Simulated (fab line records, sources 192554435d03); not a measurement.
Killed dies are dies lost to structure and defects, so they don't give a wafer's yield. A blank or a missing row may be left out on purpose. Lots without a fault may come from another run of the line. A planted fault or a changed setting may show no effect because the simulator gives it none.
One fault seen from 2 desks | flow n5_finfet | each desk has only its own numbers; what lay behind them comes last

THE METROLOGY DESK
What the gauges read, lot by lot, whatever tool the lot ran on: means of the sampled wafers that have a number. A lot is out of limits, marked OUT, if its mean lies more than 4 standard deviations from the usual mean; the brackets give that distance.
Columns: A = HK_THK at N5_HKMG_FIN_THK_MEAS_70, usual 1.587 nm
lot  | first seen here | A
L203 | day 4 00:55     | 1.606
L206 | day 4 19:47     | 1.599
L210 | day 5 19:52     | 1.584
L214 | day 6 19:37     | 1.596
L215 | day 7 05:26     | 1.565
L216 | day 7 10:49     | 1.617
L219 | day 8 00:10     | 1.605
L220 | day 8 07:04     | 1.603
L222 | day 8 20:23     | 1.585
L223 | day 8 23:53     | 1.581
L225 | day 9 13:50     | 1.563
L226 | day 9 19:49     | 1.564
This desk's finding: nothing out of limits on any of the 12 lots.

THE TOOL OWNER'S DESK: ald_metal-04
The tool's own readings at N5_HKMG_FIN_ALD_71 (deposits TiN, target thk 1 nm, pulse time 1 s, purge time 3 s): means of the sampled wafers that have a number, for each lot that ran on this tool. A lot is out of limits, marked OUT, if its mean lies more than 4 standard deviations from the usual mean; the brackets give that distance.
Columns: A = heater_power_w at N5_HKMG_FIN_ALD_71, usual 868 W; B = precursor_pulse_height_rel at N5_HKMG_FIN_ALD_71, usual 1.002
lot  | first seen here | A   | B
L203 | day 4 04:20     | 910 | 0.995
L210 | day 5 23:05     | 843 | 1.003
L214 | day 6 22:43     | 895 | 1.020
L223 | day 9 03:04     | 920 | 1.013
L226 | day 9 23:07     | 910 | 1.010
This desk's finding: nothing out of limits on any of the 5 lots.

PUT TOGETHER
The metrology desk saw nothing out of limits.
The tool owner's desk saw nothing out of limits.

WHAT THE SIMULATOR HAD PUT IN
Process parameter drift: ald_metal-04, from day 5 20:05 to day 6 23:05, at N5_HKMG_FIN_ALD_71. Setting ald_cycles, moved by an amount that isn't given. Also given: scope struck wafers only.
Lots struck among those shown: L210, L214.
